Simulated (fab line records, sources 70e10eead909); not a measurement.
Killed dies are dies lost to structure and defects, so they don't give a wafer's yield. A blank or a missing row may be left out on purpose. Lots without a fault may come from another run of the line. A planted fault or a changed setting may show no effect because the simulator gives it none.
Problem report in the 8D (eight disciplines) form, filled by code | flow nand_harc | the parts of the form that need people (team, actions taken, sign-off) are left out

1. THE PROBLEM
cd_nm at NHARC_P_GATE_CD_MEAS_26 reads a mean of 116.8 nm on 3 wafers of 2 lots; wafers without a fault read 120.1 nm with a standard deviation of 0.49. That is -6.8 standard deviations from the usual mean.
The step: target cd 120 nm.
First seen on wafer L903.1, day 8 00:17, on cd_sem-02. The record holds 41 wafers of 14 lots with a number at this step. Rule for "out", or "out of limits": more than 4 standard deviations from the usual mean. The other wafers with a number count as sound.

2. WHAT IT IS AND WHAT IT IS NOT
question                    | is                     | is not
which readings at this step | cd_nm                  | -
which lots                  | L902, L903             | L891, L893, L894, L895, L896, L898, L899, L900, L901, L912, L913, L914
which wafers of those lots  | L902.1, L903.1, L903.2 | L902.3, L902.6
read on which gauges        | cd_sem-02, cd_sem-03   | cd_sem-01
when                        | from day 8 00:17       | up to then (27 sound wafers); but 11 sound wafers of L902, L912, L913, L914 came after

3. SUSPECTS, AND WHAT RULES EACH OUT
Counting: a tool at a process step up to the reading stays a suspect if it ran every lot that is out. Sound lots after the first of them don't rule it out here, since some wafers of a struck lot are sound.
- the gauge at NHARC_P_GATE_CD_MEAS_26: ruled out. The wafers that are out were read on 2 gauges (cd_sem-02, cd_sem-03).
- rie_si-03 at NHARC_P_ZERO_WELL_ETCH_63 (etches the open film in HBr/Cl2, target depth 120 nm, time 40.1 s): kept. It ran every lot that is out, first L902 (day 4 07:41); its last sound lot up to then is L901 (day 4 01:34).
- litho_track-06 at NHARC_P_GATE_PEB_24 (peb time 65 s): kept. It ran every lot that is out, first L903 (day 8 00:13); its last sound lot up to then is L900 (day 6 22:45).
Left after counting: rie_si-03 at NHARC_P_ZERO_WELL_ETCH_63, litho_track-06 at NHARC_P_GATE_PEB_24.

4. THE CAUSE (what the simulator had put in)
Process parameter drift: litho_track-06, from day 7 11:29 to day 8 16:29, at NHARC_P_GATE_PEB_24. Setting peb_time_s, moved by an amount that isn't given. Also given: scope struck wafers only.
Counting left 2 suspects, and this tool is among them.

5. THE CHAIN OF EFFECTS, in route order
Each row: a reading whose mean over the struck wafers that have a number lies more than 3 standard deviations from the usual. Only readings for which the record gives a usual standard deviation are gone through. hours: the time from each lot's start at the first step in this table that gives one to its start at this step, as a median over the lots. sigmas: the change in usual standard deviations.
hours | step                    | reading | usual    | on struck wafers | change | sigmas
0     | NHARC_P_GATE_CD_MEAS_26 | cd_nm   | 120.1 nm | 116.8            | -3.3   | -6.8

6. WHAT WOULD HAVE CAUGHT IT SOONER
In this record the first reading out of limits at a measuring or inspecting step was taken at day 8 00:17, 13 hours after the fault began at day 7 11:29.
Of the lots that are out (2), L902 began NHARC_P_GATE_PEB_24 on litho_track-06 after day 8 00:17. A hold on the tool at that time would have spared it.
